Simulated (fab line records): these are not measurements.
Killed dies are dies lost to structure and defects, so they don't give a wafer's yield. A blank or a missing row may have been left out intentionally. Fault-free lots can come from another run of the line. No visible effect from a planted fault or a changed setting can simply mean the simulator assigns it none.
Chamber matching | flow n5-finfet | N5_BEOL_M13_ETCH_59 on rie-diel-06: 4 sister chambers
The step etches BARC in N2/H2, target depth 89 nm, overetch 26.7 nm, time 67.9 s. 8 wafers are shown with their chamber, then 9 later ones without.

WAFERS PAIRED WITH THEIR CHAMBERS
wafer  | chamber | showerhead-plenum-p-Torr (Torr) | drypump-motor-current-A (A)
L081.4 | 0       | 2.57                            | 6.4
L081.5 | 3       | 2.62                            | 5.6
L085.1 | 3       | 2.62                            | 5.6
L087.2 | 0       | 2.56                            | 6.5
L087.3 | 1       | 2.44                            | 5.8
L088.1 | 2       | 2.71                            | 6.7
L088.3 | 1       | 2.44                            | 5.8
L088.5 | 2       | 2.71                            | 6.7

WAFERS MISSING THEIR CHAMBER
wafer  | showerhead-plenum-p-Torr (Torr) | drypump-motor-current-A (A)
L089.2 | 2.71                            | 6.7
L089.4 | 2.71                            | 6.7
L089.5 | 2.56                            | 6.4
L094.2 | 2.56                            | 6.4
L094.3 | 2.71                            | 6.7
L094.4 | 2.61                            | 5.6
L095.3 | 2.43                            | 5.8
L095.4 | 2.61                            | 5.6
L095.5 | 2.61                            | 5.6

EACH ONE'S CHAMBER
wafer  | from the rows above | in truth
L089.2 | 2                   | 2
L089.4 | 2                   | 2
L089.5 | 0                   | 0
L094.2 | 0                   | 0
L094.3 | 2                   | 2
L094.4 | 3                   | 3
L095.3 | 1                   | 1
L095.4 | 3                   | 3
L095.5 | 3                   | 3
Correct placement for 9 of the 9. From these rows, 0 cannot be placed. Wrongly placed: 0.
How it was worked out, from the rows above alone: a wafer's distance from a chamber is the root of the sum, over the readings, of the square of ((its reading less the chamber's mean) divided by the reading's scatter). If the next closest chamber is less than 2 further off than the closest, the wafer can't be placed; otherwise it belongs to the closest. Each chamber's mean is taken over the wafers shown for it. How the scatter is found: for the shown wafers, subtract from each reading the mean of its chamber, square and add these, divide the total by (wafers less chambers), then take the root.
